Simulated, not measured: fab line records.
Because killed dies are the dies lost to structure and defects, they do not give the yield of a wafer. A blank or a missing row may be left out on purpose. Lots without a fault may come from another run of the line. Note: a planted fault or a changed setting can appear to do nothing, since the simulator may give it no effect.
Problem report in the 8D (eight disciplines) form, filled by code -- flow n5_finfet -- the parts of the form that need people (team, actions taken, sign-off) are left out

## 1. THE PROBLEM
Mean of raw_defect_count at N5_PMOS_HMC_CHANNEL_EPI_INSPECT_30: 307 across 6 wafers in 2 lots; on wafers with no fault it is 17 (standard deviation 6.5). That is +45 standard deviations from the usual mean.
The step: inspects for defects (darkfield).
First seen on wafer L320.1, day 5 02:50, on defect_inspect-01. At this step, 24 wafers from 8 lots have a number in the record. The rule behind "out" and "out of limits": a value lying over 4 standard deviations away from the usual mean. The rest of the wafers with a number are treated as sound.

## 2. WHAT IT IS, AND WHAT IT ISN'T
question,is,is not
which readings at this step,raw_defect_count,-
which lots,"L320, L322","L313, L316, L319, L328, L329, L330"
which wafers of those lots,all that have a number,-
read on which gauges,"defect_inspect-01, defect_inspect-02",-
when,from day 5 02:50,"up to then (9 sound wafers); but 9 sound wafers of L328, L329, L330 came after"

## 3. SUSPECTS, AND WHAT RULES EACH OUT
Counting: a tool at a process step up to the reading stays a suspect if it ran every lot that is out and no sound lot after the first of them.
- the gauge at N5_PMOS_HMC_CHANNEL_EPI_INSPECT_30 is ruled out. 2 gauges (defect_inspect-01, defect_inspect-02) read the wafers that are out.
- wet_bench-03 at N5_PMOS_HMC_CHANNEL_EPI_PRECLEAN_40 (cleans in DHF, time 30 s): kept. All lots that are out passed through it, beginning with L320 at day 5 02:16, and no sound lot followed; its final sound lot before that point was L319 at day 4 20:49.
- epi_rpcvd-02 at N5_PMOS_HMC_CHANNEL_EPI_EPI_26 (deposits Si from SiH4/H2, target thk 3.8 nm, time 22.7 s): ruled out as a lasting fault. After its first lot that is out, L320 (day 5 02:22), sound lots L329 ran on it.
After counting, what remains is wet_bench-03 at N5_PMOS_HMC_CHANNEL_EPI_PRECLEAN_40.

## 4. THE CAUSE (what the simulator had put in)
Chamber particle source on wet_bench-03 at N5_PMOS_HMC_CHANNEL_EPI_PRECLEAN_40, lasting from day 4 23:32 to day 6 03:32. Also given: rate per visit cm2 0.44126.
Only this tool survived the counting.

## 5. THE EFFECT CHAIN, in route order
Each row: a reading where the mean over the struck wafers with a number is more than 3 standard deviations away from the usual. Scope: only readings with a usual standard deviation given in the record; hours: median across lots of the time from each lot's start at the first step in this table that gives one to its start at this step; sigmas: change in usual standard deviations.
hours,step,reading,usual,on struck wafers,change,sigmas
0,N5_PMOS_HMC_CHANNEL_EPI_INSPECT_30,raw_defect_count,17,307,+290,+45
6,N5_FIN_SAQP_INSPECT_40,raw_defect_count,221,492,+271,+4.8
6,N5_FIN_CUT_INSPECT_10,raw_defect_count,39,330,+291,+29
8,N5_FIN_CUT_INSPECT_17,raw_defect_count,226,504,+278,+5.1
249,N5_PASSIVATION_PROBE_49,defect_limited_yield,91.5 %,84.9,-6.6,-5.1
249,N5_PASSIVATION_PROBE_49,killed_at_front_end,38,129,+91,+9.1
249,N5_PASSIVATION_PROBE_49,killed_dies,101,178,+78,+4.8
249,N5_PASSIVATION_PROBE_49,sort_bin_5_function,5.0 %,9.9,+4.9,+5.8
249,N5_PASSIVATION_PROBE_49,sort_n_pass,1079,1002,-78,-4.8
249,N5_PASSIVATION_PROBE_49,sort_yield_pct,91.5 %,84.9,-6.6,-5.1
The process steps in it:
- N5_PASSIVATION_PROBE_49
At these later measuring or inspecting steps, every struck wafer for which the step has a row has a number for every such reading, and none has moved that far: N5_BEOL_M4_RC_MEAS_101.

## 6. WHAT WOULD HAVE CAUGHT IT SOONER
Counted from the fault's start at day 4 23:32, it took 3 hours until the first out-of-limits reading at a measuring or inspecting step in this record, taken at day 5 02:50.
Lots out: 2; of these, L322 started N5_PMOS_HMC_CHANNEL_EPI_PRECLEAN_40 on wet_bench-03 after day 5 02:50. A hold on the tool at that time would have spared it.
